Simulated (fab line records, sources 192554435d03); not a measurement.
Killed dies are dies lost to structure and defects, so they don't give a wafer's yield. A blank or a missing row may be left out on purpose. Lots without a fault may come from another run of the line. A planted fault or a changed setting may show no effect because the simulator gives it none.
A struck lot beside a sound one | flow n5_finfet | 16 steps out of a route of 1938
Sound: wafers L191.1, L191.2, L191.4. Struck: wafers L195.2, L195.4, L195.5. The cause comes at the end.
At each step with rows: each side's tool, then ch and its chambers, then its first start. Under that, the readings that differ: sound wafers | struck wafers | difference of the means | sigmas: that difference in standard deviations of wafers without a fault.
alike: readings whose means differ by less than 2 such deviations, and words and numbers that are the same on both sides. not compared: withheld readings, readings that some wafer has no value for, bounds like >300 that may hide the same value, and numbers for which the record gives no deviation and whose values overlap.
The two part at a step that has a row with sigmas, a row that says differs or no value, or rows on one side only. Numbers that don't overlap but have no deviation are shown without sigmas and don't part them. A reading that every wafer of one side lacks parts them only if that side has two wafers or more.

first, 8 steps without rows for these wafers: N5_HKMG_FIN_COAT_41 (time 60 s, resist thk 300 nm); N5_HKMG_FIN_COAT_42 (time 60 s, resist thk 35 nm); N5_HKMG_FIN_COAT_43 (resist thk 90 nm); N5_HKMG_FIN_EBR_45; N5_HKMG_FIN_SOFTBAKE_44 (time 60 s); N5_HKMG_FIN_EXPOSE_46 (exposes mask NDIPOLE); N5_HKMG_FIN_PEB_47 (peb time 60 s); N5_HKMG_FIN_DEVELOP_48 (develop time 30 s).
N5_HKMG_FIN_CD_MEAS_49: target cd 202 nm.
  sound on cd_sem-02 ch 0, day 4 18:48; struck on cd_sem-02 ch 0, day 5 18:01
  alike: cd_nm
N5_HKMG_FIN_OVL_MEAS_50:
  sound on overlay-01 ch 0, day 4 18:50; struck on overlay-01 ch 0, day 5 18:03
  alike: NDIPOLE_OVL
N5_HKMG_FIN_INSPECT_61: inspects for defects (macro).
  sound on defect_inspect-02, day 4 18:52; struck on defect_inspect-02, day 5 18:05
  alike: raw_defect_count
N5_HKMG_FIN_DESCUM_53: chemistry O2, time 7.9 s.
  sound on rie_diel-04 ch 0,1,2, day 4 19:07; struck on rie_diel-01 ch 0,1,2, day 5 18:07
  alike: drypump_motor_current_A, oes_product_au, rf_fwd_power_W, rf_vpp_V, showerhead_plenum_p_Torr, throttle_valve_pct
  not compared: rf_hours_counter_h
N5_HKMG_FIN_ETCH_54: etches SiARC in CF4, target depth 45.5 nm, time 75.8 s.
  sound on rie_diel-04 ch 0,1,2, day 4 19:08; struck on rie_diel-01 ch 0,1,2, day 5 18:09
  reading                         | sound             | struck            | difference | sigmas
  cf4_flow_sccm (sccm)            | 99.8 100.5 100.0  | 130.3 129.2 130.3 | +29.8      | +99 or more
  showerhead_plenum_p_Torr (Torr) | 2.09 2.04 2.13    | 2.39 2.28 2.38    | +0.26      | +5
  throttle_valve_pct (%)          | 15.24 15.94 15.97 | 16.61 16.72 16.70 | +0.96      | +3
  alike: drypump_motor_current_A, etch_rf_on_time_s, oes_product_au, rf_fwd_power_W, rf_vpp_V
  not compared: rf_hours_counter_h
N5_HKMG_FIN_ETCH_55: etches SOC in N2/H2, target depth 240 nm, time 300 s.
  sound on rie_diel-04 ch 0,1,2, day 4 19:12; struck on rie_diel-01 ch 0,1,2, day 5 18:12
  alike: drypump_motor_current_A, oes_product_au, rf_fwd_power_W, rf_vpp_V, showerhead_plenum_p_Torr, throttle_valve_pct
  not compared: rf_hours_counter_h
-- the record jumps here: 4 days lie between the struck wafers' starts before and after (it left off in module HKMG_FIN and takes up again in module BEOL_M4, whose first step shown is number 1111 of the route) --
N5_BEOL_M4_RC_MEAS_101:
  sound on prober-01 ch 0, day 8 23:10; struck on prober-02 ch 0, day 10 00:23
  alike: DIBL_N, DIBL_P, IOFF_N, IOFF_P, ION_N, ION_P, SS_N, SS_P, VT_N, VT_P
-- the record jumps here: 4 days lie between the struck wafers' starts before and after (it left off in module BEOL_M4 and takes up again in module PASSIVATION, whose first step shown is number 1936 of the route) --
N5_PASSIVATION_PROBE_49:
  the record has rows for the struck wafers here (prober-01, day 14 11:22) and none for the sound ones

WHERE THEY PART
First at N5_HKMG_FIN_ETCH_54; last, within this record, at N5_PASSIVATION_PROBE_49.

WHY: what the simulator had put in
Process parameter drift: rie_diel-01, from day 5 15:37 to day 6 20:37, at N5_HKMG_FIN_ETCH_54. Setting cf4_flow_sccm, moved by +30, from 100. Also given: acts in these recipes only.
